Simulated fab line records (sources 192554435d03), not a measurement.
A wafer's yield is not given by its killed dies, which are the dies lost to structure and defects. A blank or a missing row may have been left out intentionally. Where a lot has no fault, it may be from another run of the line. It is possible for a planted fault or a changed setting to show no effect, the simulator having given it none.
Comparing a struck lot with a sound one -- flow n5_finfet -- 25 steps out of a route of 1938
Sound: these wafers, L614.2, L614.4, L614.6. Struck: wafer L621.3. (L621.1, L621.6 of the same lot were not struck and are left out.) The cause comes at the end.
Each step with rows lists, per side, the tool, then ch with its chambers, then its first start. Under that, the readings that differ: sound wafers -- struck wafers -- difference of the means -- sigmas: that difference in standard deviations of wafers without a fault.
alike: readings with means less than 2 such deviations apart, plus words and numbers identical on both sides. not compared: withheld readings, readings lacking a value on some wafer, bounds such as >300 that could conceal the same value, and numbers that have no deviation in the record and whose values overlap.
Wherever a step has rows on one side only, a row that says differs or no value, or a row with sigmas, the two part there. Numbers that don't overlap but have no deviation are shown without sigmas and don't part them. Lack of a reading on every wafer of one side parts them only where that side has two or more wafers.

first, 9 steps without rows for these wafers: N5_MIM_BOT_LITHO_HARDBAKE_09 (time 120 s); N5_MIM_BOT_LITHO_DESCUM_10 (chemistry O2, time 7.9 s); N5_MIM_BOT_ETCH_ETCH_04 (etches SiNx in CF4/O2, target depth 26 nm, time 13 s); N5_MIM_BOT_ETCH_ETCH_03 (etches the open film in Cl2/BCl3, target depth 12 nm); N5_MIM_BOT_ETCH_ETCH_00 (etches TiN in Cl2/BCl3, target depth 45.5 nm); N5_MIM_BOT_ETCH_STRIP_01 (strips in O2); N5_MIM_BOT_ETCH_STRIP_02 (strips in post etch residue remover, time 1200 s); N5_MIM_BOT_ETCH_CLEAN_05 (cleans in IPA, time 180 s); N5_MIM_BOT_ETCH_SRD_06 (time 30 s).
N5_PASSIVATION_PECVD_55: deposits SiO2 from SiH4/N2O, target thk 400 nm, time 22.5 s.
  sound on pecvd-04 ch 1,2, day 10 20:44; struck on pecvd-04 ch 0, day 14 13:16
reading,sound,struck,difference,sigmas
model.SiO2_of_PASSIVATION_PECVD_55.thk_nm (nm),397.2 402.6 398.4,152,-247,
  alike: heater_power_w, showerhead_plenum_p_Torr, throttle_valve_pct
then, 11 steps without rows for these wafers: N5_PASSIVATION_PECVD_01 (deposits SiNx from SiH4/NH3/N2, target thk 200 nm, time 43.2 s); N5_PASSIVATION_HMDS_03 (time 60 s); N5_PASSIVATION_COAT_04; N5_PASSIVATION_EBR_06; N5_PASSIVATION_SOFTBAKE_05 (time 90 s); N5_PASSIVATION_EXPOSE_07 (exposes mask TV, defocus 0 nm, target cd 3000 nm); N5_PASSIVATION_PEB_08; N5_PASSIVATION_DEVELOP_09 (develop time 60 s); N5_PASSIVATION_HARDBAKE_11 (time 120 s); N5_PASSIVATION_DESCUM_12 (chemistry O2, time 7.9 s); N5_PASSIVATION_PASS_ETCH_74 (etches SiNx in CF4/O2, target depth 220 nm, time 110 s).
N5_PASSIVATION_VIA_ETCH_13: etches SiO2 in CHF3/O2, target depth 660 nm, time 330 s.
  sound on rie_diel-05 ch 0,2, day 10 21:31; struck on rie_diel-06 ch 3, day 14 14:05
reading,sound,struck,difference,sigmas
etch_rf_on_time_s (s),233 233 229,89,-143,-30
rf_vpp_V (V),527 525 524,518,-7,-2
model.TV_OPEN.cd_offset_nm (nm),1.2 1 1,4.6,+3.5,
  alike: bias_w, drypump_motor_current_A, mfc_ar_sccm, oes_f_703_au, oes_product_au, showerhead_plenum_p_Torr, throttle_valve_pct
  not compared: rf_hours_counter_h, model.coat_of_PASSIVATION_COAT_04.thk_nm
then, 1 step without rows for these wafers: N5_PASSIVATION_STRIP_14 (strips in O2).
N5_PASSIVATION_ETCH_15: etches SiCN in CF4/N2, target depth 75 nm, time 81.2 s.
  sound on rie_diel-05 ch 0,2; struck on rie_diel-06 ch 3
reading,sound,struck,difference,sigmas
model.TV_OPEN.cd_offset_nm (nm),1.2 1 1,4.6,+3.5,
  alike: bias_w, cf4_flow_sccm, drypump_motor_current_A, mfc_ar_sccm, oes_product_au, rf_vpp_V, showerhead_plenum_p_Torr, throttle_valve_pct
  not compared: rf_hours_counter_h
then, 1 step without rows for these wafers: N5_PASSIVATION_STRIP_73 (strips in post etch residue remover, time 60 s).

== WHERE THEY PART ==
Only at N5_PASSIVATION_VIA_ETCH_13, within this record. Later steps at which nothing parts them and some readings are alike: N5_PASSIVATION_ETCH_15.

WHY: the cause the simulator had injected
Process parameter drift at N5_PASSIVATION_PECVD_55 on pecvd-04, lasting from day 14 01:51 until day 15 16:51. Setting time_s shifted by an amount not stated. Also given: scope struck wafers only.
